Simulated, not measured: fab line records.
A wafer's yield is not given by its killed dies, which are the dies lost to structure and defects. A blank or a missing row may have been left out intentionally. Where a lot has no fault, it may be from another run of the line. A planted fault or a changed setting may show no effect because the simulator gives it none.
A struck lot beside a sound one    flow nandHarc    15 steps out of a route of 1302
Sound: wafers L561.3, L561.4, L561.6. Wafers L563.3, L563.4, L563.5 were the ones struck. The cause is named last.
Per side, at each step with rows, come the tool, then ch with its chambers, and then its first start. Under that, the readings that differ: sound wafers    struck wafers    difference of the means    sigmas: that difference in standard deviations of wafers without a fault.
alike: readings with means less than 2 such deviations apart, plus words and numbers identical on both sides. not compared: withheld readings, readings lacking a value on some wafer, bounds such as >300 that could conceal the same value, and numbers that have no deviation in the record and whose values overlap.
The two part at a step that has a row with sigmas, a row that says differs or no value, or rows on one side only. When numbers do not overlap yet have no deviation, they are printed without sigmas and do not part them. A reading that every wafer of one side lacks parts them only if that side has two wafers or more.

first, 4 steps without rows for these wafers: NHARC_A_BONDPAD_EBR_05; NHARC_A_BONDPAD_EXPOSE_06 (exposes mask A BPAD); NHARC_A_BONDPAD_PEB_07 (peb time 80 s); NHARC_A_BONDPAD_DEVELOP_08 (time 50 s).
NHARC_A_BONDPAD_CD_MEAS_09: target cd 500 nm.
  sound on cdSem-02 ch 0, day 30 08:19; struck on cdSem-03 ch 0, day 31 02:55
  alike: cdNm
NHARC_A_BONDPAD_OVL_MEAS_35:
  sound on overlay-01, day 30 08:23; struck on overlay-02, day 31 02:59
  alike: overlayXNm, overlayYNm
then, 1 step without rows for these wafers: NHARC_A_BONDPAD_HARDBAKE_10 (time 65 s).
NHARC_A_BONDPAD_DESCUM_11: chemistry O2, time 3 s.
  sound on rieDiel-11 ch 0,2,3, day 30 08:31; struck on rieDiel-03 ch 1,2,3, day 31 03:07
  alike: drypumpMotorCurrentA, o2FlowSccm, oesProductAu, rfVppV, showerheadPlenumPTorr, throttleValvePct
  not compared: rfHoursCounterH
NHARC_A_BONDPAD_ETCH_34: etches the open film in N2/H2, target depth 60 nm, overetch 18 nm, time 65.91 s.
  sound on rieDiel-11 ch 2,3, day 30 11:30; struck on rieDiel-03 ch 0,2,3, day 31 03:13
  alike: biasW, chamberPressureMTorr, drypumpMotorCurrentA, oesProductAu, rfVppV, showerheadPlenumPTorr, throttleValvePct
  not compared: rfHoursCounterH
NHARC_A_BONDPAD_ETCH_12: etches the open film in CHF3/O2, target depth 220 nm, time 110 s.
  sound on rieDiel-11 ch 1,3; struck on rieDiel-03 ch 1,2,3
  alike: biasW, chamberPressureMTorr, drypumpMotorCurrentA, o2FlowSccm, oesProductAu, rfVppV, showerheadPlenumPTorr, throttleValvePct
  not compared: rfHoursCounterH
NHARC_A_BONDPAD_CD_MEAS_13:
  sound on cdSem-03, day 30 11:44; struck on cdSem-02, day 31 03:26
  alike: cdNm
NHARC_A_BONDPAD_STRIP_15: strips in O2.
  sound on rieDiel-12 ch 0,1,3, day 30 11:50; struck on rieDiel-12 ch 0,1,2, day 31 03:31
  alike: drypumpMotorCurrentA, o2FlowSccm, oesProductAu, rfVppV, showerheadPlenumPTorr, throttleValvePct
  not compared: rfHoursCounterH
NHARC_A_BONDPAD_ETCH_24: etches the open film in CF4/N2, target depth 30 nm, time 72.99 s.
  sound on rieDiel-12 ch 0,1,2, day 30 11:57; struck on rieDiel-12 ch 0,2, day 31 03:39
  no value came back on the struck wafers for any of 7 readings (biasW (W), cf4FlowSccm (sccm) and others); on the sound wafers biasW (W) reads 100.7 99.9 99.6
  not compared: rfHoursCounterH
then, 1 step without rows for these wafers: NHARC_A_BONDPAD_STRIP_16 (strips in post etch residue remover, time 600 s).
NHARC_END_SORT_01:
  the record has rows for the struck wafers here (prober-01 ch 0, day 32 09:46) and none for the sound ones

## WHERE THEY PART
At NHARC_A_BONDPAD_ETCH_24 first; at NHARC_END_SORT_01 last (within this record only).

WHY: the cause the simulator had injected
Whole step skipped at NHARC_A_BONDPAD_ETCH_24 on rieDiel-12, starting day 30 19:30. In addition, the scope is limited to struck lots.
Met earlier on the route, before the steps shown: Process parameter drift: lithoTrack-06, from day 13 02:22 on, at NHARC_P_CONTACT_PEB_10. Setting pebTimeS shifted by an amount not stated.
